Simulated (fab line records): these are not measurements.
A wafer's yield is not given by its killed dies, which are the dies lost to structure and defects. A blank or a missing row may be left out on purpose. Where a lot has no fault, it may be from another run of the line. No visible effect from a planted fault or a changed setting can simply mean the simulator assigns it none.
fab line records	flow nandHarc
record lots=13	wafers=39	lastDay=24
route steps=1159 shown P_ZERO_WELL@12 P_STI@84 END@1159
lots that met no fault: from a run of the same line without faults
startH: hours from the record's opening day to when the first of the lot's shown wafers began	waitH: time in hours since the lot's previous step	" identical to the entry in the row above	L1.1+2: a single row standing in for several wafers	- value missing, or start not given	* or withheld: withheld	< > ~ a bound
route shown NAME@n: a module of which the file shows steps, and the number in the route of the first	usual: average and standard deviation across the fault-free wafers	same: alike in all rows	chamber/n: place in a boat	sites: each site's reading	_std_site: their standard deviation	_edge_site: inner sites' mean taken away from outer sites' mean	radiusMm: for every site, how far away it sits from the centre of the wafer	mask NAME#n: copy n	behind: the most recent tool/chamber to have shaped the wafer	hold: reason for holding the lot/hours on hold/outcome of the hold	device: names the non-switching transistor (n, p or np)	end of line: at the end of the route, the tests of the same wafers	a step given without rows: its recipe and nothing more	killed: dies lost to structure and defects at the first sort, not the wafer's yield	map: the dies of a wafer, with x for killed, . for not killed, _ for no die there
set.NAME: the run value of the setting; set.NAME@STEP: its run value at that earlier step	model.NAME: the simulator's own value behind a step, which no gauge read
one table for each step of the route and one row for each wafer, over a sample of lots
services: the hour from which a tool's chamber was out of use, counted from the record's first day as startH (under 0 if before that day), plus the number of hours and why
## steps
# step NHARC_P_ZERO_WELL_PEB_09
# recipe pebTempC=128	pebTimeS=80
# usual heaterPowerTotalW=189.7/0.8	plateTempC=128.00/0.13	resistLineTempC=23.00/0.099
lot.wafer	tool	chamber	startH	waitH	heaterPowerTotalW	plateTempC	resistLineTempC
L119.2	lithoTrack-05	0	13.18	0.1	189.4	128.03	23.04
L119.4	"	0	"	"	190.7	128.05	23.00
L119.6	"	0	"	"	190.5	128.41	23.01
L120.4	lithoTrack-05	0	19.21	0.0	190.8	127.99	22.88
L120.5	"	0	"	"	190.7	128.09	23.10
L120.6	"	0	"	"	188.6	127.79	23.01
L121.1	lithoTrack-05	0	25.15	0.1	188.8	127.93	22.90
L121.4	"	0	"	"	189.7	127.79	22.89
L121.6	"	0	"	"	190.3	127.95	22.94
L122.3	lithoTrack-05	0	31.02	0.1	189.1	127.76	23.00
L122.5	"	0	"	"	190.0	127.99	23.14
L122.6	"	0	"	"	190.0	127.88	23.18
L126.1	lithoTrack-05	0	55.02	0.1	190.3	127.89	22.99
L126.4	"	0	"	"	189.2	127.93	23.07
L126.5	"	0	"	"	190.0	128.02	22.88
L128.2	lithoTrack-07	0	67.33	0.1	190.3	127.86	22.86
L128.3	"	0	"	"	189.0	128.02	23.00
L128.5	"	0	"	"	189.8	127.94	23.04
L129.1	lithoTrack-03	0	73.02	0.1	189.1	128.03	23.02
L129.2	"	0	"	"	188.7	127.98	23.05
L129.6	"	0	"	"	189.0	127.92	23.02
L131.1	lithoTrack-03	0	85.23	0.1	188.7	128.17	23.00
L131.2	"	0	"	"	188.6	127.94	23.10
L131.6	"	0	"	"	188.6	127.94	22.97
L132.1	lithoTrack-05	0	91.26	0.1	189.1	128.10	23.04
L132.4	"	0	"	"	190.8	128.27	23.20
L132.6	"	0	"	"	190.6	128.14	23.08
L133.1	lithoTrack-07	0	97.63	0.1	189.0	128.06	22.83
L133.3	"	0	"	"	190.5	128.14	23.07
L133.5	"	0	"	"	189.3	128.10	22.76
L139.2	lithoTrack-03	0	133.17	0.1	201.2	134.52	22.84
L139.3	"	0	"	"	203.5	134.37	22.85
L139.5	"	0	"	"	203.1	134.49	22.86
L140.1	lithoTrack-03	0	139.15	0.1	201.2	134.45	23.17
L140.3	"	0	"	"	201.5	134.37	23.12
L140.5	"	0	"	"	201.6	134.36	22.98
L142.1	lithoTrack-05	0	151.28	0.1	189.0	128.02	23.04
L142.5	"	0	"	"	189.8	127.97	22.98
L142.6	"	0	"	"	188.6	128.08	23.08
# step NHARC_P_ZERO_WELL_CD_MEAS_11
# recipe targetCdNm=500	landingEnergyEv=500
# usual cdNm=499.9/2.5
lot.wafer	tool	chamber	startH	waitH	cdNm
L119.2	cdSem-02	0	13.27	-	498.9
L119.4	"	0	"	"	500.0
L119.6	"	0	"	"	500.0
L120.4	cdSem-02	0	19.30	-	501.8
L120.5	"	0	"	"	503.6
L120.6	"	0	"	"	502.2
L121.1	cdSem-03	0	25.23	-	496.7
L121.4	"	0	"	"	497.8
L121.6	"	0	"	"	498.6
L122.3	cdSem-03	0	31.11	-	506.0
L122.5	"	0	"	"	500.8
L122.6	"	0	"	"	502.8
L126.1	cdSem-03	0	55.11	-	502.7
L126.4	"	0	"	"	499.8
L126.5	"	0	"	"	500.3
L128.2	cdSem-01	0	67.42	-	498.7
L128.3	"	0	"	"	498.4
L128.5	"	0	"	"	499.8
L129.1	cdSem-02	0	73.11	-	497.6
L129.2	"	0	"	"	500.3
L129.6	"	0	"	"	500.6
L131.1	cdSem-03	0	85.31	-	498.8
L131.2	"	0	"	"	495.8
L131.6	"	0	"	"	494.8
L132.1	cdSem-03	0	91.35	-	502.1
L132.4	"	0	"	"	503.4
L132.6	"	0	"	"	503.0
L133.1	cdSem-03	0	97.72	-	502.5
L133.3	"	0	"	"	500.5
L133.5	"	0	"	"	502.8
L139.2	cdSem-02	0	133.25	-	531.6
L139.3	"	0	"	"	529.7
L139.5	"	0	"	"	530.2
L140.1	cdSem-03	0	139.24	-	527.3
L140.3	"	0	"	"	531.8
L140.5	"	0	"	"	529.3
L142.1	cdSem-03	0	151.36	-	500.8
L142.5	"	0	"	"	500.7
L142.6	"	0	"	"	502.2
# step NHARC_P_ZERO_WELL_ETCH_65
# recipe targetDepthA=800	overetchA=240	timeS=87.88	ionEnergyEv=200	n2FlowSccm=150	h2FlowSccm=150	arFlowSccm=0	rfW=400	biasW=150	chemistry=N2/H2
# usual drypumpMotorCurrentA=5.7/0.45	oesProductAu=1.000/0.016	rfVppV=430.1/2.1	showerheadPlenumPTorr=2.03/0.075	throttleValvePct=14.171/0.0097
lot.wafer	tool	chamber	startH	waitH	drypumpMotorCurrentA	oesProductAu	rfHoursCounterH	rfVppV	showerheadPlenumPTorr	throttleValvePct
L119.4	rieDiel-07	2	13.52	0.1	6.0	0.987	6	427.3	1.94	14.180
L119.2	"	0	"	"	5.2	1.000	6	433.1	2.15	14.155
L119.6	"	3	"	"	5.9	1.026	-	429.2	1.98	14.165
L120.4	rieDiel-06	3	19.56	0.1	5.2	0.997	9	431.7	2.11	14.168
L120.6	"	0	"	"	5.0	1.014	-	431.5	2.08	14.174
L120.5	"	1	"	"	5.7	0.993	-	426.5	1.93	14.178
L121.4	rieDiel-07	2	25.48	0.1	6.0	0.989	8	427.8	1.94	14.174
L121.1	"	3	"	"	5.9	1.010	7	428.1	1.98	14.170
L121.6	"	2	"	"	6.0	0.990	-	428.8	1.94	14.168
L122.3	rieDiel-07	1	31.35	0.1	5.6	0.995	8	429.1	2.03	14.187
L122.6	"	0	"	"	5.2	1.010	-	432.7	2.15	14.141
L122.5	"	1	"	"	5.6	0.995	-	430.1	2.03	14.176
L126.1	rieDiel-12	0	55.35	0.1	6.0	0.997	1	433.0	2.10	14.168
L126.4	"	2	"	"	4.9	1.011	1	430.5	2.01	14.186
L126.5	"	3	"	"	6.2	0.990	-	428.3	2.02	14.170
L128.3	rieDiel-07	3	67.66	0.1	5.9	0.989	0	429.4	1.98	14.163
L128.2	"	1	"	"	5.6	0.989	0	430.8	2.03	14.167
L128.5	"	2	"	"	6.0	0.989	-	427.6	1.94	14.180
L129.1	rieDiel-06	2	73.36	0.1	6.1	0.981	0	427.9	1.96	14.164
L129.2	"	3	"	"	5.2	1.010	0	432.9	2.10	14.164
L129.6	"	1	"	"	5.7	1.002	-	427.1	1.93	14.162
L131.1	rieDiel-06	2	85.56	0.1	6.1	0.980	1	428.2	1.95	14.169
L131.2	"	3	"	"	5.2	1.013	1	432.2	2.10	14.155
L131.6	"	3	"	"	5.2	1.015	-	432.6	2.10	14.177
L132.4	rieDiel-07	0	91.59	0.1	5.2	0.996	1	432.6	2.15	14.174
L132.1	"	2	"	"	6.0	1.008	2	428.5	1.94	14.172
L132.6	"	1	"	"	5.6	1.001	-	429.6	2.03	14.177
L133.1	rieDiel-06	0	97.96	0.1	5.0	1.016	1	430.0	2.08	14.190
L133.3	"	2	"	"	6.1	0.976	2	428.7	1.95	14.179
L133.5	"	1	"	"	5.7	0.979	-	425.7	1.93	14.175
L139.2	rieDiel-06	0	133.50	0.1	5.0	1.040	3	431.0	2.08	14.172
L139.3	"	1	"	"	5.7	1.011	4	428.4	1.93	14.185
L139.5	"	2	"	"	6.1	0.976	-	429.6	1.95	14.171
L140.1	rieDiel-06	3	139.49	0.1	5.2	1.028	3	432.7	2.10	14.189
L140.3	"	1	"	"	5.8	0.989	4	427.0	1.93	14.165
L140.5	"	3	"	"	5.2	1.027	-	432.0	2.10	14.159
L142.1	rieDiel-12	1	151.63	0.1	6.5	1.008	8	434.0	2.13	14.157
L142.6	"	2	"	"	5.0	1.011	-	428.9	2.01	14.167
L142.5	"	3	"	"	6.3	0.984	-	429.7	2.02	14.171
# step NHARC_P_ZERO_WELL_CD_MEAS_24
# recipe targetCdNm=720	landingEnergyEv=500
# usual cdNm=720.5/2.5
lot.wafer	tool	chamber	startH	waitH	cdNm
L119.2	cdSem-03	0	14.50	-	722.3
L119.4	"	0	"	"	718.4
L119.6	"	0	"	"	725.0
L120.4	cdSem-02	0	20.52	-	717.1
L120.5	"	0	"	"	720.0
L120.6	"	0	"	"	721.3
L121.1	cdSem-03	0	26.58	-	721.2
L121.4	"	0	"	"	715.4
L121.6	"	0	"	"	720.5
L122.3	cdSem-01	0	32.33	-	723.0
L122.5	"	0	"	"	721.4
L122.6	"	0	"	"	720.0
L126.1	cdSem-03	0	56.32	-	714.9
L126.4	"	0	"	"	723.3
L126.5	"	0	"	"	721.9
L128.2	cdSem-03	0	68.77	-	720.7
L128.3	"	0	"	"	722.6
L128.5	"	0	"	"	723.3
L129.1	cdSem-01	0	74.46	-	717.8
L129.2	"	0	"	"	723.6
L129.6	"	0	"	"	720.7
L131.1	cdSem-02	0	86.66	-	720.6
L131.2	"	0	"	"	717.3
L131.6	"	0	"	"	720.4
L132.1	cdSem-01	0	92.68	-	715.3
L132.4	"	0	"	"	714.8
L132.6	"	0	"	"	717.3
L133.1	cdSem-01	0	98.94	-	721.0
L133.3	"	0	"	"	720.4
L133.5	"	0	"	"	722.8
L139.2	cdSem-01	0	134.61	-	720.6
L139.3	"	0	"	"	720.8
L139.5	"	0	"	"	720.5
L140.1	cdSem-03	0	140.46	-	720.5
L140.3	"	0	"	"	722.6
L140.5	"	0	"	"	720.5
L142.1	cdSem-02	0	152.70	-	722.0
L142.5	"	0	"	"	720.9
L142.6	"	0	"	"	723.7
# step NHARC_P_STI_OVL_MEAS_10
# usual overlayXNm=1/7.4	overlayYNm=-2/4.9
lot.wafer	tool	chamber	startH	waitH	overlayXNm	overlayYNm
L119.2	overlay-01	-	31.89	-	5	-8
L119.4	"	-	"	"	5	-9
L119.6	"	-	"	"	6	-8
L120.4	overlay-02	-	42.15	-	9	-5
L120.5	"	-	"	"	9	-5
L120.6	"	-	"	"	10	-6
L121.1	overlay-02	-	47.68	-	16	-1
L121.4	"	-	"	"	17	0
L121.6	"	-	"	"	17	-1
L122.3	overlay-01	-	53.48	-	-2	6
L122.5	"	-	"	"	-2	6
L122.6	"	-	"	"	-2	6
L126.1	overlay-01	-	81.45	-	-4	2
L126.4	"	-	"	"	-4	1
L126.5	"	-	"	"	-4	1
L128.2	overlay-02	-	89.24	-	8	5
L128.3	"	-	"	"	9	5
L128.5	"	-	"	"	8	4
L129.1	overlay-01	-	97.37	-	-5	-8
L129.2	"	-	"	"	-5	-7
L129.6	"	-	"	"	-5	-7
L131.1	overlay-01	-	107.01	-	-6	4
L131.2	"	-	"	"	-6	3
L131.6	"	-	"	"	-7	4
L132.1	overlay-02	-	112.99	-	13	5
L132.4	"	-	"	"	13	5
L132.6	"	-	"	"	13	4
L133.1	overlay-02	-	119.24	-	-5	-8
L133.3	"	-	"	"	-5	-7
L133.5	"	-	"	"	-6	-8
L139.2	overlay-02	-	154.92	-	-3	6
L139.3	"	-	"	"	-3	6
L139.5	"	-	"	"	-2	6
L140.1	overlay-01	-	162.27	-	-14	3
L140.3	"	-	"	"	-14	4
L140.5	"	-	"	"	-13	4
L142.1	overlay-01	-	170.53	-	-5	-3
L142.5	"	-	"	"	-6	-2
L142.6	"	-	"	"	-5	-3
# step NHARC_END_SORT_01
# recipe tempC=25
# usual killedAtArray=27/11	killedAtOther=0.7/1.1	killedAtPeriphery=3.6/2.4	killedDies=32/11	killedOpen=3.3/1.8	killedShort=2.1/1.5
# same grossDies=677
lot.wafer	tool	chamber	startH	waitH	killedAtArray	killedAtOther	killedAtPeriphery	killedDies	killedOpen	killedShort
L139.3	prober-02	0	553.84	3.1	38	1	3	42	3	3
# killed by level:class
L139.3 A_SLIT:chamberFilmFlake=15 A_CHANNEL_HOLE_D1:chamberFilmFlake=8 A_BONDPAD:chamberFilmFlake=4 A_WL_FILL:geometricParticle:short=2 A_CONTACT:geometricParticle:open=2 A_ZERO_WELL:chamberFilmFlake=2 A_CONTACT:chamberFilmFlake=2 P_STI:geometricParticle:open=1
## services
tool	chamber	startH	hours	kind
rieDiel-12	2	-9.25	20.6	repair
rieDiel-06	0	-5.80	-	clean
rieDiel-06	1	-5.80	-	clean
rieDiel-06	2	-5.80	-	clean
rieDiel-06	3	-5.80	-	clean
lithoTrack-07	-	14.01	7.0	pm
rieDiel-06	0	18.70	-	clean
rieDiel-06	1	18.70	-	clean
rieDiel-06	2	18.70	-	clean
rieDiel-06	3	18.70	-	clean
rieDiel-12	-	25.43	9.0	pm
lithoTrack-03	-	38.00	7.0	pm
rieDiel-06	0	43.21	-	clean
rieDiel-06	1	43.21	-	clean
rieDiel-06	2	43.21	-	clean
rieDiel-06	3	43.21	-	clean
rieDiel-07	-	51.20	9.0	pm
rieDiel-06	0	55.25	6.2	repair
rieDiel-06	-	61.91	1.8	repair
lithoTrack-05	-	62.00	7.0	pm
rieDiel-06	-	64.20	9.0	pm
rieDiel-07	-	127.27	1.9	repair
rieDiel-12	2	134.19	1.3	repair
rieDiel-07	3	143.31	2.9	repair
## key
firstSign step=NHARC_P_ZERO_WELL_PEB_09	reading=plateTempC	direction=up	sigmas=49	usual=*	struck=*
effect step=NHARC_P_ZERO_WELL_PEB_09	reading=heaterPowerTotalW	direction=up	sigmas=15	usual=*	struck=*
effect step=NHARC_P_ZERO_WELL_CD_MEAS_11	reading=cdNm	direction=up	sigmas=12	usual=499.9	struck=530.0
metAt NHARC_P_ZERO_WELL_PEB_09
struckLots L139,L140
rowsEnd L140.3,L140.5
testerLeftOut L139,L140
notActingAt NHARC_P_ZERO_WELL_ETCH_65,NHARC_P_ZERO_WELL_CD_MEAS_24,NHARC_P_STI_OVL_MEAS_10
onsetBetween 85.23 133.17
fault kind=processParameterDrift	tool=lithoTrack-03	chamber=-	onsetH=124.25	steps=NHARC_P_ZERO_WELL_PEB_09	channel=pebTempC	offset=*	shape=step	endH=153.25	actsIn=*	stated=*
# testerLeftOut: of these lots the tester's yield and bins aren't shown, on N5 and GAA mostly nor the transistor test; their killed dies are dies lost to structure and defects alone, not to doping, threshold or leakage, so they don't give the yield
# rowsEnd: these wafers met a further fault down the route, and their rows from its step on are left out
